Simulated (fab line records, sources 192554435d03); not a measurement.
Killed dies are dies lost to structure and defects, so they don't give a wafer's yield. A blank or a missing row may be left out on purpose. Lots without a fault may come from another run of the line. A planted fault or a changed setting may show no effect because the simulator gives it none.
fab line records | flow n5_finfet | part 2 of 2: steps 5 to 6 of 6
record lots=22 wafers=66 last_day=20
route steps=1938 shown SD_EPI_N@274 SD_EPI_P@310 SD_ACTIVATION@330 ILD0@339 SDB@359
lots that met no fault: from a run of the same line without faults
start_h: hours from the record's first day to the start of the lot's first wafer shown | wait_h: hours since the lot's step before | " the same as in the row above | L1.1+2: a row that stands for several wafers | - no value, or no start given | * or withheld: withheld | < > ~ a bound
route shown NAME@n: a module of which the file shows steps, and the number in the route of the first | usual: mean/standard deviation of fault-free wafers | same: alike in all rows | chamber/n: place in a boat | sites: the reading at each site | _std_site: their standard deviation | _edge_site: outer sites' mean less inner sites' | radius_mm: how far each site lies from the wafer's centre | mask NAME#n: copy n | behind: the tool/chamber that last shaped the wafer | hold: why the lot was held/for how many hours/how that ended | device: the transistor (n, p or np) that didn't switch | end of line: the same wafers' tests at the end of the route | a step without rows: its recipe alone | killed: dies lost to structure and defects at the first sort, not the wafer's yield | map: a wafer's dies, x killed, . not, _ none there
set.NAME: the setting as run; set.NAME@STEP: as run at that earlier step | model.NAME: the simulator's own value behind a step, which no gauge read
steps of the route over a sample of lots; a table a step, a row a wafer
services: from which hour (start_h, from the record's first day; less than 0 if before it) a tool's chamber was out of use, for how many hours, and why
## steps
# step N5_ILD0_THK_MEAS_04
# usual thk_nm=197.7/1.1
# columns lot.wafer tool chamber start_h wait_h thk_nm
L074.2 film_metro-02 - 61.74 - 196.3
L074.3 " - " " 199.1
L074.5 " - " " 199.6
L075.3 film_metro-01 - 73.75 - 194.9
L075.5 " - " " 198.4
L075.6 " - " " 196.0
L076.1 film_metro-02 - 78.42 - 198.0
L076.4 " - " " 197.5
L076.5 " - " " 198.2
L077.1 film_metro-01 - 84.31 - 198.7
L077.4 " - " " 198.5
L077.5 " - " " 196.8
L078.1 film_metro-02 - 84.96 - 197.9
L078.3 " - " " 198.5
L078.6 " - " " 198.0
L079.1 film_metro-01 - 92.12 - 198.5
L079.4 " - " " 198.5
L079.6 " - " " 198.2
L080.1 film_metro-01 - 98.51 - 197.6
L080.3 " - " " 198.7
L080.6 " - " " 198.0
L081.2 film_metro-01 - 103.98 - 198.0
L081.3 " - " " 198.4
L081.4 " - " " 199.2
L082.2 film_metro-01 - 109.00 - 198.9
L082.4 " - " " 198.7
L082.5 " - " " 197.4
L083.2 film_metro-01 - 119.22 - 198.1
L083.5 " - " " 197.9
L083.6 " - " " 196.0
L084.1 film_metro-01 - 121.76 - 198.4
L084.4 " - " " 198.1
L084.6 " - " " 197.4
L086.2 film_metro-02 - 135.67 - 198.2
L086.4 " - " " 197.8
L086.6 " - " " 198.6
L087.1 film_metro-02 - 138.45 - 198.2
L087.2 " - " " 198.3
L087.4 " - " " 197.8
L088.1 film_metro-02 - 144.58 - 198.1
L088.2 " - " " 199.2
L088.6 " - " " 199.3
L089.1 film_metro-02 - 153.41 - 198.3
L089.2 " - " " 197.8
L089.6 " - " " 197.0
L090.1 film_metro-02 - 157.44 - 197.6
L090.3 " - " " 197.4
L090.5 " - " " 198.6
L091.1 film_metro-02 - 165.05 - 196.9
L091.4 " - " " 196.4
L091.5 " - " " 198.1
L092.1 film_metro-02 - 168.74 - 197.6
L092.3 " - " " 195.9
L092.5 " - " " 198.2
L093.3 film_metro-02 - 174.57 - 195.5
L093.4 " - " " 196.0
L093.6 " - " " 197.1
L094.4 film_metro-01 - 180.69 - 197.2
L094.5 " - " " 194.2
L094.6 " - " " 198.1
L096.2 film_metro-01 - 197.35 - 196.6
L096.3 " - " " 197.9
L096.4 " - " " 196.9
L097.1 film_metro-01 - 203.14 - 196.5
L097.4 " - " " 197.8
L097.6 " - " " 195.6
# step N5_SDB_DESCUM_16
# recipe chemistry=O2 time_s=7.9 source_power_w=50 bias_power_w=20 pressure_mtorr=20 rf_frequency_hz=2.712e+07 temp_c=40 resist=CAR-ArF o2_flow_sccm=225
# usual drypump_motor_current_A=5.6/0.42 oes_product_au=0.76/0.058 rf_vpp_V=242.9/1.4 showerhead_plenum_p_Torr=2.07/0.076 temp_c=39.98/0.11 throttle_valve_pct=20.44/0.26
# columns lot.wafer tool chamber start_h wait_h drypump_motor_current_A oes_product_au rf_hours_counter_h rf_vpp_V showerhead_plenum_p_Torr temp_c throttle_valve_pct
L074.2 rie_diel-05 2 65.88 0.0 5.3 0.73 180 243.3 2.15 40.06 20.31
L074.3 " 1 " " 6.2 0.80 97 242.6 2.11 40.00 20.78
L074.5 " 3 " " 5.4 0.70 - 242.3 2.00 40.18 20.41
L075.3 rie_diel-05 3 78.00 0.2 5.4 0.71 199 242.5 2.00 39.96 20.40
L075.5 " 1 " " 6.1 0.81 - 242.2 2.11 39.91 20.79
L075.6 " 0 " " 5.2 0.77 - 243.1 1.97 40.06 20.02
L076.1 rie_diel-05 1 82.68 0.1 6.2 0.80 102 243.4 2.11 39.89 20.80
L076.4 " 2 " " 5.3 0.72 185 245.0 2.15 40.01 20.30
L076.5 " 3 " " 5.4 0.70 - 239.8 2.00 39.81 20.41
L077.1 rie_diel-05 2 88.92 0.1 5.3 0.72 186 245.7 2.15 40.08 20.32
L077.4 " 1 " " 6.2 0.81 103 245.1 2.11 40.01 20.79
L077.5 " 0 " " 5.2 0.76 - 241.3 1.97 39.94 20.04
L078.1 rie_diel-01 1 89.28 0.0 5.8 0.84 79 243.8 2.21 39.99 20.08
L078.3 " 2 " " 5.1 0.74 176 243.9 2.08 39.90 20.52
L078.6 " 3 " " 5.0 0.79 - 243.1 2.04 40.06 20.61
L079.1 rie_diel-01 3 96.26 0.0 5.1 0.79 109 241.2 2.04 39.98 20.61
L079.4 " 0 " " 6.3 0.70 206 244.0 2.18 40.08 20.71
L079.6 " 0 " " 6.2 0.69 - 244.5 2.18 39.94 20.72
L080.1 rie_diel-05 2 102.70 0.0 5.2 0.72 191 243.4 2.14 39.97 20.33
L080.3 " 3 " " 5.5 0.70 205 241.2 2.00 39.91 20.43
L080.6 " 2 " " 5.2 0.72 - 245.3 2.14 40.06 20.32
L081.2 rie_diel-04 1 108.54 0.0 6.1 0.73 157 241.8 2.00 40.20 20.59
L081.3 " 2 " " 5.6 0.96 10 244.4 2.12 40.14 20.36
L081.4 " 3 " " 5.5 0.78 125 241.9 2.04 39.90 20.57
L082.2 rie_diel-05 2 113.30 0.0 5.2 0.72 194 244.2 2.14 40.09 20.33
L082.4 " 0 " " 5.1 0.77 164 240.9 1.97 40.10 20.05
L082.5 " 1 " " 6.2 0.79 - 243.0 2.11 39.82 20.78
L083.2 rie_diel-05 2 123.35 0.0 5.3 0.71 197 243.7 2.14 39.95 20.33
L083.5 " 1 " " 6.2 0.80 - 242.8 2.11 39.90 20.79
L083.6 " 2 " " 5.3 0.71 - 243.4 2.14 40.19 20.32
L084.1 rie_diel-04 3 125.86 0.0 5.5 0.78 130 241.4 2.04 40.13 20.56
L084.4 " 0 " " 5.8 0.80 115 243.5 2.13 39.91 20.17
L084.6 " 2 " " 5.6 0.95 - 244.6 2.12 39.87 20.37
L086.2 rie_diel-01 3 140.03 0.0 5.0 0.78 123 242.4 2.03 40.08 20.64
L086.4 " 1 " " 5.8 0.82 96 246.9 2.20 39.98 20.11
L086.6 " 1 " " 5.8 0.82 - 244.2 2.20 39.93 20.13
L087.1 rie_diel-05 3 142.51 0.0 5.4 0.68 218 241.9 1.99 40.07 20.44
L087.2 " 2 " " 5.3 0.72 204 245.8 2.14 39.91 20.33
L087.4 " 0 " " 5.1 0.76 173 242.5 1.97 40.06 20.06
L088.1 rie_diel-04 1 149.09 0.1 6.2 0.73 170 242.3 2.00 39.81 20.62
L088.2 " 3 " " 5.5 0.77 138 241.2 2.04 39.84 20.58
L088.6 " 0 " " 5.8 0.80 - 243.5 2.13 40.08 20.19
L089.1 rie_diel-01 3 157.76 0.2 5.0 0.77 128 241.9 2.03 40.07 20.63
L089.2 " 2 " " 5.1 0.72 198 243.2 2.07 40.06 20.56
L089.6 " 2 " " 5.1 0.72 - 242.4 2.07 39.83 20.57
L090.1 rie_diel-05 1 161.58 0.0 6.2 0.79 129 242.9 2.10 40.21 20.84
L090.3 " 3 " " 5.4 0.68 225 241.3 1.99 40.06 20.46
L090.5 " 3 " " 5.4 0.68 - 240.8 1.99 40.08 20.47
L091.1 rie_diel-01 2 169.40 0.2 5.1 0.71 202 243.5 2.07 40.28 20.57
L091.4 " 0 " " 6.2 0.69 230 244.4 2.17 40.07 20.76
L091.5 " 3 " " 5.1 0.77 - 241.5 2.03 39.86 20.64
L092.1 rie_diel-04 1 172.81 0.1 6.1 0.72 174 243.0 2.00 39.93 20.62
L092.3 " 0 " " 5.8 0.78 127 242.8 2.13 39.99 20.19
L092.5 " 1 " " 6.1 0.73 - 242.4 2.00 40.04 20.59
L093.3 rie_diel-05 2 178.71 0.0 5.3 0.70 219 244.4 2.13 40.15 20.34
L093.4 " 1 " " 6.1 0.78 135 243.3 2.10 39.92 20.83
L093.6 " 0 " " 5.1 0.75 - 239.9 1.96 39.90 20.08
L094.4 rie_diel-05 0 184.96 0.1 5.1 0.75 190 242.4 1.96 40.07 20.09
L094.5 " 1 " " 6.1 0.78 - 242.9 2.10 39.81 20.83
L094.6 " 0 " " 5.2 0.75 - 242.0 1.96 39.90 20.10
L096.2 rie_diel-01 2 201.49 0.0 5.2 0.72 206 243.1 2.07 39.72 20.55
L096.3 " 0 " " 6.2 0.68 241 243.2 2.17 39.93 20.76
L096.4 " 1 " " 5.8 0.80 117 244.0 2.19 40.13 20.14
L097.1 rie_diel-05 2 207.82 0.1 5.2 0.70 227 243.5 2.13 40.05 20.37
L097.4 " 0 " " 5.2 0.73 195 242.6 1.96 40.09 20.09
L097.6 " 1 " " 6.2 0.78 - 243.6 2.10 39.95 20.84
## services
# columns tool chamber start_h hours kind
rie_diel-03 0 40.63 - clean
rie_diel-03 0 40.63 - consumable_replace:focus_ring
rie_diel-03 0 40.63 23.0 scheduled_down
rie_diel-06 - 46.09 0.8 repair
rie_diel-04 2 60.97 - clean
rie_diel-04 2 60.97 - consumable_replace:focus_ring
rie_diel-04 2 60.97 17.9 scheduled_down
rie_diel-04 2 60.97 17.9 vent_cycle
rie_si-05 - 90.61 0.2 repair
rie_diel-02 2 105.66 4.1 repair
rie_diel-02 0 109.46 16.2 repair
rie_diel-02 3 114.40 6.5 repair
rie_diel-03 1 114.46 10.7 repair
rie_si-05 - 114.55 0.3 repair
rie_si-05 3 124.57 9.0 repair
rie_diel-03 3 139.89 3.5 repair
rie_si-03 - 143.02 2.8 pm
rie_si-05 1 157.05 4.5 repair
rie_diel-02 2 162.48 6.6 repair
rie_diel-06 3 163.11 4.1 repair
rie_diel-01 2 171.91 16.9 repair
rie_diel-04 2 196.85 3.7 repair
rie_diel-03 3 200.07 23.7 repair
rie_si-04 2 200.53 13.5 repair
